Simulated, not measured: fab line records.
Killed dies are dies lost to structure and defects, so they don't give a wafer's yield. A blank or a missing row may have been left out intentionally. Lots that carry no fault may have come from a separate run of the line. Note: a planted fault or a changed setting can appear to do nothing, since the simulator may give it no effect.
The same fault as seen by 2 desks    flow n5Finfet    every desk sees just its own numbers, and what lay behind them comes last

== THE DEFECT DESK ==
Inspection counts along the route, by lot: the mean over sampled wafers that carry a number. If a lot's mean is further than 4 standard deviations from the usual mean, the lot is out of limits and carries the mark OUT (the distance appears in the brackets).
Columns: A = rawDefectCount at N5_BEOL_M9_INSPECT_58, usual 67
lot   first seen here  A
L762  day 10 01:44     54
L763  day 10 12:22     49
L766  day 11 00:21     78
L769  day 12 00:13     58
L768  day 12 01:19     64
L770  day 12 14:16     67
L779  day 14 21:04     76
L778  day 14 21:31     109
L781  day 14 21:40     90
L780  day 16 12:29     67
L785  day 16 15:06     79
L782  day 16 16:02     74
This desk found nothing out of limits on any of the 12 lots.

== FOR THE TOOL OWNER'S DESK: cvdCo-01 ==
The tool's own readings at N5_BEOL_M9_CVD_78 (deposits Co from CCTBA/H2, target thk 2 nm, time 138.9 s): means of the sampled wafers that have a number, for each lot that ran on this tool. If a lot's mean is further than 4 standard deviations from the usual mean, the lot is out of limits and carries the mark OUT (the distance appears in the brackets).
Columns: A = runLengthS at N5_BEOL_M9_CVD_78, usual 161.8 s
lot   first seen here  A
L762  day 10 00:37     161.5
L763  day 10 11:11     161.6
L766  day 10 22:17     139.2 (-42) OUT
L769  day 11 21:24     139.4 (-41) OUT
L768  day 11 22:40     146.9 (-28) OUT
L780  day 16 10:28     161.7
L782  day 16 14:43     161.9
This desk finds L766, L768, L769 out of limits, L766 being first, at day 10 22:17 (runLengthS at N5_BEOL_M9_CVD_78). In limits: L762, L763, L780, L782.

== PUT TOGETHER ==
The tool owner's desk could have raised an alarm at day 10 22:17, on L766, L768, L769.
No out-of-limits result turned up at the defect desk.
The defect desk has L766, L768, L769 on record, within its limits.
Every lot named ran N5_BEOL_M9_CVD_78 on cvdCo-01.

== WHAT THE SIMULATOR HAD INSERTED ==
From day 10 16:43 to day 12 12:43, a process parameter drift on cvdCo-01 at N5_BEOL_M9_CVD_78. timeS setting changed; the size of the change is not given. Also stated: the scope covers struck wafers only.
Shown lots that were struck: L766, L768, L769.
Hours from the fault's start to each desk's first reading out of limits: the tool owner's desk, 6.
